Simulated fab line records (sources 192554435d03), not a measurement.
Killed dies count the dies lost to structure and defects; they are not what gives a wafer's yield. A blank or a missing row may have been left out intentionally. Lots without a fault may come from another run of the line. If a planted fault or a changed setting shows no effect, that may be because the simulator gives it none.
fab line records | flow n5Finfet
record lots=24 wafers=72 lastDay=20
route steps=1938 shown MOL_CONTACT_COAG@550
lots with no fault: from the same line, run without faults
startH: start of the lot's first displayed wafer, in hours after the record's first day | waitH: hours from the lot's prior step to this one | " the same as in the row above | L1.1+2: several wafers, shown together as one row | - either no value or no given start | * or withheld: withheld | < > ~ a bound
route shown NAME@n: a module of which the file shows steps, and the number in the route of the first | usual: average and standard deviation across the fault-free wafers | same: alike in all rows | chamber/n: place in a boat | sites: per-site readings | _std_site: how widely they spread, as a standard deviation | _edge_site: mean of outer sites minus mean of inner sites | radiusMm: for every site, how far away it sits from the centre of the wafer | mask NAME#n: copy n | behind: the tool/chamber that last shaped the wafer | hold: why the lot went on hold/how many hours it stayed there/how the hold came to an end | device: whichever transistor did not switch (one of n, p or np) | end of line: the route-end tests of the same wafers | a step given without rows: its recipe and nothing more | killed: dies that structure and defects cost at the first sort, which is not the same as the wafer's yield | map: dies across one wafer; x = killed, . = not, _ = none there
set.NAME: the run value of the setting; set.NAME@STEP: its run value at that earlier step | model.NAME: the simulator's own value behind a step, which no gauge read
route steps across a sampled set of lots; one table per step, one row per wafer
services: when a tool's chamber went out of use (startH, in hours from the record's first day, below 0 if earlier), for how many hours, and the reason
## steps
# step N5_MOL_CONTACT_COAG_PRE_CLEAN_142
# recipe gas=H2/He timeS=60 tempC=300
# usual heaterPowerW=472/65
# same timeS=60
# columns lot.wafer tool chamber startH waitH heaterPowerW
L074.2 pvdSputter-03 - 93.48 1.2 471
L074.3 " - " " 437
L074.4 " - " " 591
L075.1 pvdSputter-03 - 103.01 1.5 389
L075.4 " - " " 598
L075.5 " - " " 393
L076.3 pvdSputter-02 - 111.93 2.3 417
L076.4 " - " " 449
L076.5 " - " " 498
L077.3 pvdSputter-03 - 116.22 1.2 589
L077.4 " - " " 435
L077.5 " - " " 447
L078.1 pvdSputter-01 - 119.35 2.1 441
L078.3 " - " " 418
L078.5 " - " " 406
L079.3 pvdSputter-02 - 125.79 2.4 426
L079.4 " - " " 601
L079.6 " - " " 453
L080.2 pvdSputter-01 - 131.46 2.0 443
L080.4 " - " " 447
L080.6 " - " " 404
L081.2 pvdSputter-03 - 139.20 0.7 384
L081.3 " - " " 447
L081.5 " - " " 389
L082.1 pvdSputter-03 - 144.81 1.2 476
L082.4 " - " " 453
L082.6 " - " " 589
L083.1 pvdSputter-02 - 152.94 1.6 437
L083.2 " - " " 496
L083.6 " - " " 426
L084.2 pvdSputter-02 - 155.77 1.9 612
L084.4 " - " " 488
L084.5 " - " " 437
L085.1 pvdSputter-01 - 164.27 1.5 450
L085.3 " - " " 494
L085.6 " - " " 438
L086.2 pvdSputter-01 - 167.93 3.1 449
L086.3 " - " " 407
L086.4 " - " " 492
L087.3 pvdSputter-02 - 174.11 2.2 500
L087.4 " - " " 612
L087.5 " - " " 500
L088.3 pvdSputter-03 - 180.49 3.6 439
L088.5 " - " " 391
L088.6 " - " " 447
L089.1 pvdSputter-01 - 185.19 2.8 402
L089.3 " - " " 451
L089.4 " - " " 453
L090.1 pvdSputter-01 - 190.03 2.1 407
L090.2 " - " " 443
L090.6 " - " " 394
L091.3 pvdSputter-02 - 196.24 2.4 447
L091.4 " - " " 606
L091.5 " - " " 510
L092.1 pvdSputter-02 - 202.24 2.7 431
L092.3 " - " " 496
L092.6 " - " " 420
L093.3 pvdSputter-02 - 208.22 2.2 420
L093.5 " - " " 416
L093.6 " - " " 593
L094.2 pvdSputter-02 - 215.23 1.1 483
L094.3 " - " " 452
L094.6 " - " " 497
L095.1 pvdSputter-01 - 219.95 4.0 442
L095.2 " - " " 395
L095.3 " - " " 445
L096.1 pvdSputter-03 - 226.32 1.9 593
L096.2 " - " " 459
L096.4 " - " " 470
L097.3 pvdSputter-01 - 231.10 2.8 437
L097.5 " - " " 498
L097.6 " - " " 397
# step N5_MOL_CONTACT_COAG_INSPECT_57
# recipe mode=adi inspectInstrument=brightfield
# usual rawDefectCount=193/49
# columns lot.wafer tool chamber startH waitH rawDefectCount
L074.2 defectInspect-01 - 97.69 0.0 231
L074.3 " - " " 218
L074.4 " - " " 213
L075.1 defectInspect-01 - 107.77 0.1 171
L075.4 " - " " 232
L075.5 " - " " 179
L076.3 defectInspect-01 - 116.33 0.0 167
L076.4 " - " " 170
L076.5 " - " " 140
L077.3 defectInspect-01 - 120.48 0.0 193
L077.4 " - " " 170
L077.5 " - " " 160
L078.1 defectInspect-02 - 123.37 0.1 178
L078.3 " - " " 209
L078.5 " - " " 197
L079.3 defectInspect-01 - 129.71 0.0 169
L079.4 " - " " 181
L079.6 " - " " 190
L080.2 defectInspect-02 - 135.44 0.0 181
L080.4 " - " " 222
L080.6 " - " " 212
L081.2 defectInspect-02 - 143.33 0.0 248
L081.3 " - " " 244
L081.5 " - " " 307
L082.1 defectInspect-01 - 148.70 0.1 306
L082.4 " - " " 227
L082.6 " - " " 228
L083.1 defectInspect-01 - 156.84 0.1 207
L083.2 " - " " 164
L083.6 " - " " 186
L084.2 defectInspect-01 - 159.70 0.0 252
L084.4 " - " " 164
L084.5 " - " " 153
L085.1 defectInspect-02 - 168.29 0.1 124
L085.3 " - " " 178
L085.6 " - " " 85
L086.2 defectInspect-01 - 173.09 0.0 163
L086.3 " - " " 109
L086.4 " - " " 162
L087.3 defectInspect-01 - 180.09 0.0 188
L087.4 " - " " 119
L087.5 " - " " 142
L088.3 defectInspect-02 - 185.63 0.0 266
L088.5 " - " " 249
L088.6 " - " " 239
L089.1 defectInspect-02 - 189.23 0.1 198
L089.3 " - " " 161
L089.4 " - " " 211
L090.1 defectInspect-01 - 194.21 0.1 176
L090.2 " - " " 190
L090.6 " - " " 187
L091.3 defectInspect-01 - 200.42 0.1 325
L091.4 " - " " 310
L091.5 " - " " 157
L092.1 defectInspect-01 - 206.30 0.1 146
L092.3 " - " " 151
L092.6 " - " " 227
L093.3 defectInspect-02 - 212.11 0.0 108
L093.5 " - " " 179
L093.6 " - " " 199
L094.2 defectInspect-02 - 219.35 0.0 193
L094.3 " - " " 193
L094.6 " - " " 139
L095.1 defectInspect-01 - 223.89 0.1 305
L095.2 " - " " 177
L095.3 " - " " 241
L096.1 defectInspect-01 - 230.34 0.1 180
L096.2 " - " " 118
L096.4 " - " " 241
L097.3 defectInspect-01 - 235.15 0.0 137
L097.5 " - " " 126
L097.6 " - " " 128
# step N5_MOL_CONTACT_COAG_DESCUM_88
# recipe chemistry=O2 timeS=7 sourcePowerW=50 biasPowerW=20 pressureMtorr=20 rfFrequencyHz=2.712e+07 tempC=40 resist=CAR-EUV o2FlowSccm=225
# usual biasPowerW=20.00/0.062 drypumpMotorCurrentA=5.9/0.5 oesProductAu=0.74/0.078 rfVppV=243.4/1.4 showerheadPlenumPTorr=2.11/0.084 throttleValvePct=20.41/0.3
# same timeS=7
# columns lot.wafer tool chamber startH waitH biasPowerW drypumpMotorCurrentA oesProductAu rfHoursCounterH rfVppV showerheadPlenumPTorr throttleValvePct
L074.2 rieDiel-02 3 97.83 0.1 20.02 6.4 0.76 149 242.1 2.01 20.11
L074.3 " 1 " " 19.90 5.5 0.74 178 243.8 2.09 20.78
L074.4 " 0 " " 20.02 6.0 0.70 243 240.1 1.98 20.13
L075.1 rieDiel-06 2 108.19 0.4 20.02 6.2 0.70 196 244.4 2.18 20.56
L075.4 " 0 " " 20.12 5.9 0.76 163 244.8 2.16 20.40
L075.5 " 0 " " 20.02 5.9 0.76 - 246.4 2.16 20.39
L076.3 rieDiel-06 1 116.89 0.6 20.03 5.2 0.71 175 244.3 2.19 20.52
L076.4 " 3 " " 20.07 6.8 0.72 201 244.3 2.15 20.23
L076.5 " 1 " " 20.05 5.2 0.71 - 244.8 2.19 20.52
L077.3 rieDiel-02 1 120.51 0.0 20.06 5.5 0.73 187 243.3 2.09 20.79
L077.4 " 1 " " 20.01 5.5 0.74 - 241.8 2.09 20.77
L077.5 " 3 " " 20.01 6.4 0.74 - 241.4 2.01 20.12
L078.1 rieDiel-03 3 123.40 0.0 19.92 6.1 0.69 213 241.5 1.99 20.34
L078.3 " 0 " " 19.93 4.9 0.67 234 242.5 2.07 20.35
L078.5 " 2 " " 20.05 5.6 0.75 - 240.9 2.00 20.31
L079.3 rieDiel-06 1 129.74 0.0 19.98 5.2 0.71 179 243.5 2.19 20.52
L079.4 " 3 " " 20.03 6.8 0.72 205 244.9 2.15 20.22
L079.6 " 2 " " 20.03 6.2 0.69 - 244.0 2.18 20.59
L080.2 rieDiel-03 0 135.53 0.1 19.99 4.9 0.67 239 242.7 2.07 20.37
L080.4 " 1 " " 19.94 5.9 0.78 140 244.7 2.20 20.94
L080.6 " 0 " " 19.92 4.9 0.67 - 242.4 2.07 20.38
L081.2 rieDiel-02 1 143.36 0.0 19.98 5.5 0.72 198 244.9 2.09 20.81
L081.3 " 2 " " 19.98 5.2 0.69 229 241.9 2.06 20.40
L081.5 " 0 " " 20.13 6.1 0.99 - 245.1 2.24 19.85
L082.1 rieDiel-02 2 148.74 0.0 20.06 5.2 0.69 231 241.9 2.06 20.40
L082.4 " 1 " " 20.03 5.5 0.73 200 244.3 2.09 20.82
L082.6 " 2 " " 20.05 5.2 0.69 - 243.3 2.06 20.41
L083.1 rieDiel-06 1 156.88 0.0 19.97 5.2 0.71 189 242.0 2.19 20.52
L083.2 " 0 " " 20.00 5.9 0.74 180 245.5 2.15 20.42
L083.6 " 3 " " 19.96 6.8 0.71 - 244.4 2.14 20.26
L084.2 rieDiel-03 0 159.74 0.0 19.89 4.8 0.67 248 242.7 2.06 20.40
L084.4 " 2 " " 20.06 5.6 0.73 168 242.6 2.00 20.32
L084.5 " 2 " " 19.99 5.6 0.74 - 242.5 2.00 20.34
L085.1 rieDiel-02 2 168.32 0.0 19.99 5.2 0.68 239 243.8 2.06 20.44
L085.3 " 1 " " 20.03 5.5 0.72 206 241.7 2.08 20.83
L085.6 " 3 " " 20.03 6.3 0.73 - 241.8 2.00 20.14
L086.2 rieDiel-06 3 173.25 0.2 19.96 6.8 0.72 219 243.9 2.14 20.26
L086.3 " 1 " " 20.05 5.2 0.70 194 243.7 2.19 20.55
L086.4 " 2 " " 20.03 6.2 0.69 217 243.0 2.18 20.60
L087.3 rieDiel-06 0 180.65 0.6 20.01 5.9 0.74 187 245.2 2.15 20.43
L087.4 " 2 " " 19.95 6.2 0.68 220 245.5 2.17 20.59
L087.5 " 0 " " 20.07 5.9 0.74 - 245.0 2.15 20.43
L088.3 rieDiel-02 0 185.66 0.0 20.00 6.1 0.95 16 245.8 2.24 19.88
L088.5 " 3 " " 19.92 6.3 0.73 - 242.2 2.00 20.15
L088.6 " 0 " " 20.02 6.1 0.95 - 245.2 2.24 19.89
L089.1 rieDiel-02 0 189.26 0.0 19.93 6.1 0.95 17 244.9 2.24 19.88
L089.3 " 1 " " 20.00 5.5 0.71 213 242.3 2.08 20.81
L089.4 " 3 " " 20.01 6.4 0.73 - 244.1 2.00 20.18
L090.1 rieDiel-06 0 194.24 0.0 20.07 6.0 0.72 192 243.6 2.15 20.44
L090.2 " 2 " " 19.97 6.1 0.68 224 243.5 2.17 20.60
L090.6 " 1 " " 20.04 5.2 0.69 - 243.4 2.18 20.55
L091.3 rieDiel-02 3 200.45 0.0 19.88 6.3 0.73 187 241.8 2.00 20.16
L091.4 " 0 " " 19.96 6.1 0.94 21 245.2 2.24 19.89
L091.5 " 3 " " 19.94 6.4 0.72 - 242.7 2.00 20.15
L092.1 rieDiel-03 1 206.33 0.0 19.96 5.9 0.76 167 245.3 2.19 20.98
L092.3 " 0 " " 20.05 4.9 0.94 6 242.3 2.06 20.07
L092.6 " 1 " " 19.97 5.9 0.76 - 243.4 2.19 20.98
L093.3 rieDiel-06 3 212.14 0.0 19.95 6.8 0.70 232 244.7 2.14 20.28
L093.5 " 0 " " 20.03 5.9 0.73 - 243.7 2.15 20.47
L093.6 " 3 " " 19.93 6.8 0.70 - 243.6 2.14 20.27
L094.2 rieDiel-02 3 219.39 0.0 19.99 6.4 0.72 194 241.9 1.99 20.17
L094.3 " 0 " " 20.04 6.1 0.92 27 243.8 2.23 19.90
L094.6 " 1 " " 20.10 5.5 0.71 - 243.2 2.08 20.86
L095.1 rieDiel-03 1 224.31 0.4 20.11 5.9 0.76 175 244.7 2.19 20.98
L095.2 " 0 " " 19.98 4.9 0.93 13 243.6 2.06 20.09
L095.3 " 3 " " 19.99 6.1 0.67 247 241.9 1.97 20.41
L096.1 rieDiel-02 0 230.37 0.0 20.01 6.1 0.92 32 245.6 2.23 19.91
L096.2 " 3 " " 20.01 6.4 0.72 199 242.6 1.99 20.18
L096.4 " 3 " " 20.01 6.4 0.72 - 242.2 1.99 20.19
L097.3 rieDiel-02 0 235.19 0.0 19.97 6.1 0.89 34 245.3 2.23 19.92
L097.5 " 3 " " 20.08 6.4 0.72 - 241.0 1.99 20.18
L097.6 " 0 " " 19.96 6.1 0.91 - 245.6 2.23 19.90
# step N5_MOL_CONTACT_COAG_ETCH_124
# recipe chemistry=CH3F/O2 target=SiNx targetDepthA=65 maskMaterial=SOC stopOn=SiOC overEtchFrac=0.3 ionEnergyEv=120 pressureMtorr=30 sourceW=395 biasW=73 Ar_flow_sccm=150 CH3F_flow_sccm=30 O2_flow_sccm=20 ends=endPoint
# usual CH3F_flow_sccm=30.01/0.089 drypumpMotorCurrentA=5.9/0.55 oesProductAu=0.63/0.058 rfVppV=298/5.9 showerheadPlenumPTorr=2.02/0.069 throttleValvePct=16.33/0.22
# columns lot.wafer tool chamber startH waitH CH3F_flow_sccm drypumpMotorCurrentA oesProductAu rfHoursCounterH rfVppV showerheadPlenumPTorr throttleValvePct
L074.2 rieDiel-02 2 100.62 0.0 29.95 5.2 0.60 211 297 1.99 16.40
L074.3 " 1 " " 30.02 5.5 0.64 179 296 1.98 16.61
L074.4 " 0 " " 30.04 6.1 0.59 245 296 1.90 16.14
L075.1 rieDiel-06 3 110.47 0.0 29.84 6.8 0.62 198 301 2.07 16.30
L075.4 " 2 " " 30.00 6.2 0.60 197 304 2.06 16.33
L075.5 " 0 " " 29.95 5.9 0.64 - 308 2.06 16.31
L076.3 rieDiel-02 3 119.25 0.0 30.04 6.3 0.63 157 291 1.91 16.01
L076.4 " 3 " " 30.07 6.3 0.63 - 293 1.91 16.04
L076.5 " 1 " " 29.79 5.5 0.63 - 295 1.98 16.61
L077.3 rieDiel-02 3 122.40 0.0 30.13 6.4 0.64 158 294 1.91 16.01
L077.4 " 1 " " 30.16 5.5 0.63 - 295 1.98 16.61
L077.5 " 2 " " 29.94 5.2 0.60 - 296 1.99 16.41
L078.1 rieDiel-06 3 125.27 0.0 30.03 6.8 0.61 204 301 2.07 16.31
L078.3 " 2 " " 30.02 6.2 0.60 202 302 2.06 16.33
L078.5 " 2 " " 30.22 6.2 0.61 - 302 2.06 16.34
L079.3 rieDiel-06 2 131.58 0.0 30.07 6.2 0.60 203 303 2.06 16.35
L079.4 " 1 " " 29.78 5.2 0.61 179 292 2.08 16.39
L079.6 " 0 " " 30.12 5.9 0.63 - 308 2.06 16.34
L080.2 rieDiel-02 0 137.33 0.0 29.97 6.1 0.86 0 302 2.15 15.73
L080.4 " 2 " " 29.96 5.2 0.59 227 297 1.99 16.42
L080.6 " 0 " " 30.00 6.1 0.86 - 301 2.15 15.72
L081.2 rieDiel-02 1 145.73 0.0 30.04 5.5 0.62 199 294 1.98 16.63
L081.3 " 0 " " 30.12 6.1 0.84 4 302 2.14 15.73
L081.5 " 3 " " 30.02 6.4 0.63 - 292 1.91 16.05
L082.1 rieDiel-02 2 150.58 0.0 29.85 5.1 0.59 232 297 1.98 16.43
L082.4 " 1 " " 30.06 5.5 0.63 200 295 1.98 16.63
L082.6 " 2 " " 30.02 5.1 0.58 - 296 1.99 16.44
L083.1 rieDiel-03 0 158.81 0.0 30.05 4.9 0.58 248 295 1.97 16.36
L083.2 " 2 " " 30.11 5.6 0.63 168 289 1.90 16.23
L083.6 " 1 " " 30.10 5.9 0.67 - 297 2.09 16.76
L084.2 rieDiel-06 2 161.65 0.0 29.92 6.2 0.59 214 305 2.05 16.34
L084.4 " 3 " " 30.10 6.8 0.61 215 300 2.07 16.34
L084.5 " 1 " " 29.92 5.2 0.60 - 292 2.08 16.39
L085.1 rieDiel-06 0 170.57 0.0 30.01 5.9 0.63 184 308 2.05 16.36
L085.3 " 1 " " 30.18 5.2 0.59 193 290 2.08 16.41
L085.6 " 3 " " 30.00 6.8 0.61 - 300 2.07 16.34
L086.2 rieDiel-06 0 175.43 0.0 29.98 5.9 0.63 186 310 2.05 16.35
L086.3 " 2 " " 30.06 6.2 0.59 218 304 2.05 16.35
L086.4 " 1 " " 30.25 5.2 0.60 195 291 2.08 16.42
L087.3 rieDiel-06 0 182.45 0.0 30.06 5.9 0.63 187 308 2.05 16.36
L087.4 " 3 " " 29.94 6.8 0.60 221 299 2.07 16.36
L087.5 " 2 " " 29.91 6.2 0.59 - 304 2.05 16.36
L088.3 rieDiel-06 3 188.29 0.0 29.99 6.8 0.61 223 299 2.07 16.36
L088.5 " 1 " " 29.93 5.2 0.59 - 292 2.08 16.41
L088.6 " 0 " " 29.99 5.9 0.63 - 310 2.05 16.36
L089.1 rieDiel-03 2 192.79 0.0 29.98 5.6 0.62 181 289 1.90 16.24
L089.3 " 1 " " 30.07 5.9 0.66 162 297 2.09 16.80
L089.4 " 3 " " 29.96 6.1 0.58 236 299 1.88 16.31
L090.1 rieDiel-02 1 195.99 0.0 30.00 5.5 0.62 216 294 1.97 16.68
L090.2 " 3 " " 30.04 6.4 0.62 185 292 1.90 16.07
L090.6 " 3 " " 30.04 6.4 0.62 - 293 1.90 16.07
L091.3 rieDiel-06 2 202.33 0.0 30.00 6.2 0.59 227 304 2.05 16.39
L091.4 " 3 " " 29.99 6.8 0.60 229 301 2.06 16.37
L091.5 " 2 " " 29.95 6.2 0.58 - 304 2.05 16.37
L092.1 rieDiel-06 3 208.10 0.0 29.93 6.7 0.60 231 299 2.06 16.37
L092.3 " 1 " " 29.99 5.2 0.59 206 292 2.07 16.42
L092.6 " 3 " " 30.09 6.8 0.60 - 299 2.06 16.37
L093.3 rieDiel-03 3 213.92 0.0 29.93 6.1 0.58 243 298 1.88 16.29
L093.5 " 1 " " 30.06 5.9 0.65 - 297 2.09 16.81
L093.6 " 0 " " 30.13 4.9 0.79 - 295 1.97 15.94
L094.2 rieDiel-06 0 221.35 0.0 29.85 5.9 0.63 202 309 2.05 16.37
L094.3 " 1 " " 30.00 5.2 0.59 210 292 2.07 16.44
L094.6 " 1 " " 29.97 5.2 0.59 - 291 2.07 16.45
L095.1 rieDiel-03 3 226.31 0.0 30.09 6.1 0.57 247 296 1.88 16.32
L095.2 " 0 " " 30.00 4.9 0.78 14 296 1.96 15.93
L095.3 " 2 " " 29.94 5.6 0.61 194 288 1.89 16.26
L096.1 rieDiel-06 3 232.45 0.0 30.01 6.8 0.60 238 300 2.06 16.38
L096.2 " 1 " " 29.98 5.2 0.59 213 291 2.07 16.45
L096.4 " 0 " " 29.85 5.9 0.62 205 308 2.04 16.40
L097.3 rieDiel-06 1 237.22 0.0 30.08 5.2 0.59 214 292 2.07 16.43
L097.5 " 2 " " 29.93 6.2 0.58 - 305 2.04 16.39
L097.6 " 1 " " 30.03 5.2 0.59 - 291 2.07 16.43
# step N5_MOL_CONTACT_COAG_CVD_140
# recipe material=W targetThkA=665 mode=selectiveFill tempC=300 timeS=215
# usual heaterPowerW=478/52
# same timeS=215
# columns lot.wafer tool chamber startH waitH heaterPowerW
L074.2 cvdW-01 1 101.55 0.1 476
L074.3 " 0 " " 411
L074.4 " 1 " " 478
L075.1 cvdW-01 1 110.92 0.1 479
L075.4 " 1 " " 480
L075.5 " 0 " " 429
L076.3 cvdW-01 1 119.96 0.2 475
L076.4 " 1 " " 483
L076.5 " 1 " " 474
L077.3 cvdW-02 1 122.93 0.1 565
L077.4 " 0 " " 446
L077.5 " 1 " " 564
L078.1 cvdW-02 0 125.73 0.1 451
L078.3 " 0 " " 443
L078.5 " 0 " " 474
L079.3 cvdW-02 1 132.12 0.1 578
L079.4 " 0 " " 443
L079.6 " 1 " " 554
L080.2 cvdW-01 0 137.80 0.1 430
L080.4 " 0 " " 422
L080.6 " 1 " " 481
L081.2 cvdW-01 0 146.18 0.1 434
L081.3 " 1 " " 497
L081.5 " 1 " " 487
L082.1 cvdW-01 0 151.04 0.1 435
L082.4 " 1 " " 482
L082.6 " 0 " " 420
L083.1 cvdW-01 0 159.27 0.1 431
L083.2 " 1 " " 482
L083.6 " 0 " " 428
L084.2 cvdW-01 0 162.10 0.1 423
L084.4 " 1 " " 487
L084.5 " 1 " " 484
L085.1 cvdW-02 1 171.02 0.1 573
L085.3 " 1 " " 572
L085.6 " 1 " " 580
L086.2 cvdW-02 1 175.89 0.1 583
L086.3 " 0 " " 452
L086.4 " 1 " " 583
L087.3 cvdW-02 0 182.98 0.1 454
L087.4 " 1 " " 586
L087.5 " 0 " " 442
L088.3 cvdW-02 1 188.82 0.1 561
L088.5 " 1 " " 570
L088.6 " 0 " " 459
L089.1 cvdW-02 0 193.24 0.1 452
L089.3 " 0 " " 454
L089.4 " 1 " " 579
L090.1 cvdW-01 1 196.44 0.1 489
L090.2 " 0 " " 424
L090.6 " 0 " " 434
L091.3 cvdW-01 0 202.86 0.1 415
L091.4 " 1 " " 501
L091.5 " 1 " " 477
L092.1 cvdW-01 1 208.56 0.1 494
L092.3 " 1 " " 469
L092.6 " 0 " " 421
L093.3 cvdW-01 0 214.45 0.1 422
L093.5 " 0 " " 436
L093.6 " 1 " " 486
L094.2 cvdW-01 1 221.80 0.1 481
L094.3 " 0 " " 414
L094.6 " 0 " " 426
L095.1 cvdW-01 1 226.78 0.1 485
L095.2 " 0 " " 438
L095.3 " 1 " " 491
L096.1 cvdW-01 1 232.90 0.1 474
L096.2 " 0 " " 424
L096.4 " 0 " " 438
L097.3 cvdW-02 1 237.75 0.1 578
L097.5 " 0 " " 453
L097.6 " 1 " " 588
# step N5_MOL_CONTACT_COAG_THK_MEAS_53
# recipe reads=SiO2_of_MOL_CONTACT_COAG_PECVD_31
# usual VIA_MOL_THK=44.0/0.6
# columns lot.wafer tool chamber startH waitH VIA_MOL_THK[nm]
L074.2 filmMetro-01 - 102.17 - 43.7
L074.3 " - " " 43.7
L074.4 " - " " 44.1
L075.1 filmMetro-02 - 111.57 - 43.7
L075.4 " - " " 44.5
L075.5 " - " " 44.8
L076.3 filmMetro-02 - 120.65 - 44.0
L076.4 " - " " 43.3
L076.5 " - " " 43.6
L077.3 filmMetro-02 - 123.47 - 43.9
L077.4 " - " " 44.4
L077.5 " - " " 44.6
L078.1 filmMetro-01 - 126.34 - 43.0
L078.3 " - " " 43.5
L078.5 " - " " 44.2
L079.3 filmMetro-02 - 132.66 - 43.9
L079.4 " - " " 44.4
L079.6 " - " " 44.4
L080.2 filmMetro-01 - 138.41 - 44.4
L080.4 " - " " 44.9
L080.6 " - " " 44.2
L081.2 filmMetro-01 - 146.80 - 43.0
L081.3 " - " " 44.6
L081.5 " - " " 43.6
L082.1 filmMetro-02 - 151.66 - 43.6
L082.4 " - " " 45.2
L082.6 " - " " 44.6
L083.1 filmMetro-02 - 159.90 - 43.3
L083.2 " - " " 43.6
L083.6 " - " " 44.1
L084.2 filmMetro-02 - 162.71 - 44.6
L084.4 " - " " 45.2
L084.5 " - " " 44.7
L085.1 filmMetro-01 - 171.64 - 43.2
L085.3 " - " " 43.9
L085.6 " - " " 44.3
L086.2 filmMetro-02 - 176.58 - 44.0
L086.3 " - " " 43.4
L086.4 " - " " 44.3
L087.3 filmMetro-01 - 183.52 - 43.6
L087.4 " - " " 44.4
L087.5 " - " " 44.0
L088.3 filmMetro-02 - 189.36 - 43.7
L088.5 " - " " 44.0
L088.6 " - " " 44.4
L089.1 filmMetro-02 - 193.86 - 44.5
L089.3 " - " " 44.8
L089.4 " - " " 44.7
L090.1 filmMetro-02 - 197.06 - 44.7
L090.2 " - " " 44.2
L090.6 " - " " 44.7
L091.3 filmMetro-01 - 203.39 - 43.5
L091.4 " - " " 44.6
L091.5 " - " " 44.9
L092.1 filmMetro-01 - 209.17 - 43.7
L092.3 " - " " 43.2
L092.6 " - " " 44.1
L093.3 filmMetro-01 - 214.99 - 43.1
L093.5 " - " " 44.6
L093.6 " - " " 44.3
L094.2 filmMetro-01 - 222.42 - 42.6
L094.3 " - " " 43.5
L094.6 " - " " 43.8
L095.1 filmMetro-01 - 227.39 - 43.4
L095.2 " - " " 44.1
L095.3 " - " " 43.8
L096.1 filmMetro-01 - 233.52 - 44.2
L096.2 " - " " 43.6
L096.4 " - " " 44.4
L097.3 filmMetro-02 - 238.29 - 44.2
L097.5 " - " " 44.5
L097.6 " - " " 45.1
## services
# columns tool chamber startH hours kind
rieDiel-03 2 77.09 4.3 repair
rieDiel-06 - 79.36 2.8 pm
pvdSputter-03 - 95.43 5.3 repair
cvdW-01 0 113.05 12.3 repair
rieDiel-02 0 115.19 - clean
rieDiel-02 0 115.19 - consumableReplace:focusRing
rieDiel-02 0 115.19 - consumableReplace:showerhead
rieDiel-02 0 115.19 21.1 scheduledDown
rieDiel-02 0 115.19 21.1 ventCycle
rieDiel-06 0 119.41 1.3 repair
rieDiel-03 2 127.70 2.8 repair
pvdSputter-02 - 134.10 2.2 repair
cvdW-02 1 134.20 16.0 repair
pvdSputter-01 - 135.91 8.5 repair
cvdW-01 - 140.43 2.8 pm
pvdSputter-03 - 147.37 0.7 repair
rieDiel-02 2 187.41 4.7 repair
rieDiel-06 2 204.99 5.7 repair
rieDiel-02 0 209.63 4.7 repair
rieDiel-02 2 215.22 8.0 repair
cvdW-01 - 215.79 1.6 repair
rieDiel-02 2 223.32 - clean
rieDiel-03 2 232.24 9.5 repair
rieDiel-06 - 234.94 0.5 repair
## key
fault none
